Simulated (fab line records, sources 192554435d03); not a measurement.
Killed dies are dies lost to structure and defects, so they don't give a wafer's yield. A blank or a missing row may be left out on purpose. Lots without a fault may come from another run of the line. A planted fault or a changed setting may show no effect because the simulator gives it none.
Chamber matching | flow n5_finfet | N5_BEOL_M13_DESCUM_33 on rie_diel-04: 4 sister chambers
The step chemistry O2, time 7.9 s. 16 wafers are shown with their chamber, then 8 later ones without.

WAFERS WITH THEIR CHAMBER
wafer  | chamber | drypump_motor_current_A (A) | showerhead_plenum_p_Torr (Torr) | oes_product_au (a.u.)
L075.3 | 2       | 5.9                         | 2.05                            | 0.83
L075.4 | 1       | 6.4                         | 2.15                            | 0.90
L075.6 | 3       | 5.2                         | 2.13                            | 0.85
L076.1 | 2       | 5.9                         | 2.05                            | 0.84
L076.5 | 1       | 6.3                         | 2.15                            | 0.89
L076.6 | 2       | 5.9                         | 2.05                            | 0.84
L081.2 | 0       | 5.7                         | 2.08                            | 0.69
L081.5 | 2       | 5.9                         | 2.05                            | 0.81
L081.6 | 3       | 5.2                         | 2.13                            | 0.81
L087.1 | 2       | 5.9                         | 2.05                            | 0.81
L087.2 | 3       | 5.2                         | 2.12                            | 0.80
L087.3 | 0       | 5.7                         | 2.08                            | 0.70
L088.3 | 0       | 5.7                         | 2.08                            | 0.70
L088.4 | 3       | 5.2                         | 2.12                            | 0.81
L088.5 | 2       | 5.9                         | 2.05                            | 0.81
L089.3 | 0       | 5.7                         | 2.08                            | 0.69

SIGNATURES (means of the wafers above)
reading                  | chamber 0 | chamber 1 | chamber 2 | chamber 3 | scatter within a chamber
drypump_motor_current_A  | 5.700     | 6.350     | 5.900     | 5.200     | 0.0204
showerhead_plenum_p_Torr | 2.0800    | 2.1500    | 2.0500    | 2.1250    | 0.00289
oes_product_au           | 0.6950    | 0.8950    | 0.8233    | 0.8175    | 0.0152
Rule: a wafer's distance from a chamber is the root of the sum, over the readings, of the square of ((its reading less the chamber's mean) divided by the reading's scatter). The wafer belongs to the nearest chamber; if the next one is less than 2 further off, it can't be placed. The scatter: the root of (the sum of the squares of (reading less its chamber's mean) over the shown wafers, divided by (wafers less chambers)).

WAFERS WITHOUT THEIR CHAMBER
wafer  | drypump_motor_current_A (A) | showerhead_plenum_p_Torr (Torr) | oes_product_au (a.u.)
L089.5 | 6.3                         | 2.14                            | 0.85
L089.6 | 5.7                         | 2.08                            | 0.69
L091.2 | 5.7                         | 2.08                            | 0.69
L091.3 | 6.4                         | 2.14                            | 0.85
L091.4 | 5.2                         | 2.12                            | 0.79
L097.3 | 5.7                         | 2.07                            | 0.68
L097.4 | 5.2                         | 2.12                            | 0.79
L097.6 | 5.2                         | 2.12                            | 0.79

WHICH CHAMBER EACH WENT THROUGH
wafer  | from the rows above | in truth
L089.5 | 1                   | 1
L089.6 | 0                   | 0
L091.2 | 0                   | 0
L091.3 | 1                   | 1
L091.4 | 3                   | 3
L097.3 | 0                   | 0
L097.4 | 3                   | 3
L097.6 | 3                   | 3
Placed correctly: 8 of 8. Can't be placed from these rows: 0. Placed wrongly: 0.
